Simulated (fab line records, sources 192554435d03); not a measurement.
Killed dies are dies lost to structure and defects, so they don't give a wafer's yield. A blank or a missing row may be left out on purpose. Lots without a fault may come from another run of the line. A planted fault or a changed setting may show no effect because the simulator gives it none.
Chamber matching | flow n5_finfet | N5_HKMG_FIN_STRIP_93 on rie_diel-05: 4 sister chambers
The step strips SOC in N2/H2, time 20 s. 4 wafers are shown with their chamber, then 10 later ones without.

WAFERS WITH THEIR CHAMBER
wafer  | chamber | throttle_valve_pct (%)
L080.6 | 0       | 19.01
L084.1 | 3       | 19.70
L090.2 | 1       | 19.59
L090.4 | 2       | 19.30

WAFERS WITHOUT THEIR CHAMBER
wafer  | throttle_valve_pct (%)
L090.6 | 19.31
L092.2 | 18.63
L092.4 | 19.30
L092.6 | 19.58
L095.3 | 19.73
L095.4 | 19.60
L095.6 | 19.33
L096.2 | 19.32
L096.4 | 18.66
L096.6 | 19.74

WHICH CHAMBER EACH WENT THROUGH
wafer  | from the rows above          | in truth
L090.6 | can't be placed: 2 or 1 or 0 | 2
L092.2 | can't be placed: 0 or 2      | 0
L092.4 | can't be placed: 2 or 0 or 1 | 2
L092.6 | can't be placed: 1 or 3 or 2 | 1
L095.3 | can't be placed: 3 or 1      | 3
L095.4 | can't be placed: 1 or 3 or 2 | 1
L095.6 | can't be placed: 2 or 1 or 0 | 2
L096.2 | can't be placed: 2 or 1 or 0 | 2
L096.4 | can't be placed: 0 or 2      | 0
L096.6 | can't be placed: 3 or 1      | 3
Placed correctly: 0 of 10. Can't be placed from these rows: 10 (the true chamber is among the candidates in 10). Placed wrongly: 0.
How it was worked out, from the rows above alone: a wafer's distance from a chamber is the root of the sum, over the readings, of the square of ((its reading less the chamber's mean) divided by the reading's scatter). The wafer belongs to the nearest chamber; if the next one is less than 2 further off, it can't be placed. A chamber's mean is the mean of its shown wafers. The scatter: with one shown wafer a chamber, the root of the mean of the squares of how far each hidden wafer lies from its nearest shown one.
